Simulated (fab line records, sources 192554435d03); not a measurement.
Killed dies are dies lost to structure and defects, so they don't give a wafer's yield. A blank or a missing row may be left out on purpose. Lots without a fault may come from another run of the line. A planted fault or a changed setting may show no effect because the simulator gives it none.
A struck lot beside a sound one | flow n5_finfet | 26 steps out of a route of 1938
Sound: wafers L303.2, L303.3, L303.4. Struck: wafers L312.4, L312.6. The cause comes at the end.
At each step with rows: each side's tool, then ch and its chambers, then its first start. Under that, the readings that differ: sound wafers | struck wafers | difference of the means | sigmas: that difference in standard deviations of wafers without a fault.
alike: readings whose means differ by less than 2 such deviations, and words and numbers that are the same on both sides. not compared: withheld readings, readings that some wafer has no value for, bounds like >300 that may hide the same value, and numbers for which the record gives no deviation and whose values overlap.
The two part at a step that has a row with sigmas, a row that says differs or no value, or rows on one side only. Numbers that don't overlap but have no deviation are shown without sigmas and don't part them. A reading that every wafer of one side lacks parts them only if that side has two wafers or more.

N5_BEOL_M12_OVL_MEAS_11:
  sound on overlay-02 ch 0, day 12 00:34; struck on overlay-02 ch 0, day 14 20:10
  alike: V11_OVL
N5_BEOL_M12_INSPECT_12: inspects for defects (macro).
  sound on defect_inspect-01, day 12 00:35; struck on defect_inspect-01, day 14 20:11
  alike: raw_defect_count
then, 1 step without rows for these wafers: N5_BEOL_M12_DESCUM_15 (chemistry O2, time 7.9 s).
N5_BEOL_M12_ETCH_59: etches BARC in N2/H2, target depth 89 nm, overetch 26.7 nm, time 67.9 s.
  sound on rie_diel-04 ch 0,1,3, day 12 00:39; struck on rie_diel-05 ch 1,3, day 14 20:17
  alike: drypump_motor_current_A, h2_flow_sccm, oes_product_au, rf_vpp_V, showerhead_plenum_p_Torr, throttle_valve_pct
  not compared: rf_hours_counter_h
then, 1 step without rows for these wafers: N5_BEOL_M12_VIA_ETCH_16 (etches SiOC in C4F8/O2/Ar, target depth 724.8 nm).
N5_BEOL_M12_STRIP_63: strips in N2/H2.
  sound on plasma_asher-01 ch 0,1, day 12 00:55; struck on plasma_asher-01 ch 0,1, day 14 20:40
  alike: drypump_motor_current_A, h2_flow_sccm, heater_power_w, oes_product_au, strip_time_to_endpoint_s
  not compared: rf_hours_counter_h
N5_BEOL_M12_STRIP_64: strips in N2/H2.
  sound on plasma_asher-01 ch 0,1, day 12 00:58; struck on plasma_asher-01 ch 0,1, day 14 20:44
  reading                      | sound             | struck      | difference | sigmas
  strip_time_to_endpoint_s (s) | 31.19 31.28 31.21 | 31.44 31.40 | +0.19      | +3
  alike: drypump_motor_current_A, h2_flow_sccm, heater_power_w, oes_product_au
  not compared: rf_hours_counter_h
then, 2 steps without rows for these wafers: N5_BEOL_M12_STRIP_71 (strips in post etch residue remover, time 60 s); N5_BEOL_M12_SRD_72 (time 30 s, dry time 30 s).
N5_BEOL_M12_CD_MEAS_17: target cd 140 nm.
  sound on cd_sem-01, day 12 01:07; struck on cd_sem-01, day 14 20:52
  alike: cd_nm
then, 2 steps without rows for these wafers: N5_BEOL_M12_COAT_65 (time 60 s, resist thk 300 nm); N5_BEOL_M12_COAT_66 (time 60 s, resist thk 110 nm).
N5_BEOL_M12_COAT_22: resist thk 300 nm.
  sound on litho_track-05 ch 0, day 12 01:10; struck on litho_track-05 ch 0, day 14 20:54
  reading                                    | sound                | struck        | difference | sigmas
  spin_speed_rpm (rpm)                       | 2887.3 2887.6 2888.1 | 2538.1 2535.0 | -351.1     | -99 or more
  model.coat_of_BEOL_M12_COAT_22.thk_nm (nm) | 299 298.8 298        | 321 320.6     | +22        |
  alike: chill_plate_temp_C
then, 6 steps without rows for these wafers: N5_BEOL_M12_EBR_24; N5_BEOL_M12_SOFTBAKE_23 (time 60 s); N5_BEOL_M12_EXPOSE_25 (exposes mask M12); N5_BEOL_M12_PEB_26 (peb time 90 s); N5_BEOL_M12_DEVELOP_27 (develop time 45 s); N5_BEOL_M12_HARDBAKE_32 (time 120 s).
N5_BEOL_M12_CD_MEAS_28: target cd 160.2 nm.
  sound on cd_sem-02 ch 0, day 12 01:34; struck on cd_sem-01 ch 0, day 14 21:11
  alike: cd_nm
N5_BEOL_M12_OVL_MEAS_29:
  sound on overlay-02 ch 0, day 12 01:35; struck on overlay-01 ch 0, day 14 21:13
  alike: M12_OVL
N5_BEOL_M12_INSPECT_30: inspects for defects (macro).
  sound on defect_inspect-01, day 12 01:37; struck on defect_inspect-01, day 14 21:15
  alike: raw_defect_count
N5_BEOL_M12_DESCUM_33: chemistry O2, time 7.9 s.
  sound on rie_diel-06 ch 1,2,3, day 12 01:39; struck on rie_diel-06 ch 0,3, day 14 21:18
  reading                | sound      | struck | difference                    | sigmas
  rf_hours_counter_h (h) | 216 32 219 | - -    | no value on the struck wafers |
  alike: drypump_motor_current_A, oes_product_au, rf_vpp_V, showerhead_plenum_p_Torr, throttle_valve_pct
N5_BEOL_M12_ETCH_67: etches SiARC in CF4, target depth 143 nm, time 238.3 s.
  sound on rie_diel-06 ch 1,2,3, day 12 01:41; struck on rie_diel-06 ch 0,3, day 14 21:23
  reading                                    | sound             | struck    | difference                    | sigmas
  rf_hours_counter_h (h)                     | 216 32 219        | - -       | no value on the struck wafers |
  model.coat_of_BEOL_M12_COAT_22.thk_nm (nm) | 210.4 210.2 209.2 | 232.4 232 | +22.3                         |
  alike: drypump_motor_current_A, etch_rf_on_time_s, oes_product_au, rf_vpp_V, showerhead_plenum_p_Torr, throttle_valve_pct
N5_BEOL_M12_ETCH_68: etches SOC in N2/H2, time 285 s.
  sound on rie_diel-06 ch 1,2,3, day 12 01:50; struck on rie_diel-06 ch 0,3, day 14 21:33
  reading                | sound      | struck | difference                    | sigmas
  rf_hours_counter_h (h) | 217 32 219 | - -    | no value on the struck wafers |
  alike: drypump_motor_current_A, h2_flow_sccm, oes_product_au, rf_vpp_V, showerhead_plenum_p_Torr, throttle_valve_pct
-- the record jumps here: 2 days lie between the struck wafers' starts before and after (it left off in module BEOL_M12 and takes up again in module PASSIVATION, whose first step shown is number 1936 of the route) --
N5_PASSIVATION_PROBE_49:
  the record has rows for the struck wafers here (prober-01, day 17 00:06) and none for the sound ones

WHERE THEY PART
First at N5_BEOL_M12_STRIP_64; last, within this record, at N5_PASSIVATION_PROBE_49.

WHY: what the simulator had put in
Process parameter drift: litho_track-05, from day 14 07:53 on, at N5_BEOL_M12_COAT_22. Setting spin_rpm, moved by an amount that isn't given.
